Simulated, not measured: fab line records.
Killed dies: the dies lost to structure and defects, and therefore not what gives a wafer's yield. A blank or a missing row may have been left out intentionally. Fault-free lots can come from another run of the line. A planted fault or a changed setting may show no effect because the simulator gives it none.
Comparing a struck lot with a sound one / flow nand_harc / 12 out of 1302 route steps
Sound: wafers L289.1, L289.2, L289.5. The struck wafers were L295.1, L295.2, L295.4. At the end, the cause is stated.
For every step that has rows: the tool of each side, followed by ch and its chambers, followed by its first start. Under that, the readings that differ: sound wafers / struck wafers / difference of the means / sigmas: that difference in standard deviations of wafers without a fault.
alike: readings whose means differ by less than 2 such deviations, and words and numbers that are the same on both sides. not compared: withheld readings, readings that some wafer has no value for, bounds like >300 that may hide the same value, and numbers for which the record gives no deviation and whose values overlap.
Wherever a step has rows on one side only, a row that says differs or no value, or a row with sigmas, the two part there. Numbers that have no deviation but don't overlap get no sigmas and don't part them. A reading missing from all wafers of one side parts the sides only when that side holds two or more wafers.

NHARC_A_STAIRCASE_DEP_322: deposits SiO2, target thk 7200 nm.
  sound on pecvd-03 ch 1,2, day 20 01:31; struck on pecvd-02 ch 0,1, day 22 08:41
  alike: heater_power_w
then, 1 step without rows for these wafers: NHARC_A_STAIRCASE_ANNEAL_323 (time 1800 s).
NHARC_A_STAIRCASE_DEP_325: deposits SiO2, target thk 7200 nm.
  sound on pecvd-02 ch 0,1,2, day 20 08:16; struck on pecvd-03 ch 0,2, day 22 16:05
  alike: heater_power_w
then, 6 steps without rows for these wafers: NHARC_A_STAIRCASE_ANNEAL_326 (time 1800 s); NHARC_A_STAIRCASE_DEHYDRATE_433 (time 120 s); NHARC_A_STAIRCASE_HMDS_434 (time 30 s); NHARC_A_STAIRCASE_COAT_435; NHARC_A_STAIRCASE_SOFTBAKE_436 (time 170 s); NHARC_A_STAIRCASE_EBR_437.
NHARC_A_STAIRCASE_EXPOSE_438: exposes mask STAIR REV.
  sound on krf_scanner-03 ch 0, day 20 16:14; struck on krf_scanner-03 ch 0, day 23 01:57
reading=model.A_STAIRCASE.overlay_x_nm (nm); sound=3.559 3.559 3.559; struck=62.09 62.09 62.09; difference=+58.53; sigmas=
  alike: mask
then, 2 steps without rows for these wafers: NHARC_A_STAIRCASE_PEB_439 (peb time 130 s); NHARC_END_SORT_01.

## WHERE THEY PART
Nowhere in this record.

WHY: what had been put in by the simulator
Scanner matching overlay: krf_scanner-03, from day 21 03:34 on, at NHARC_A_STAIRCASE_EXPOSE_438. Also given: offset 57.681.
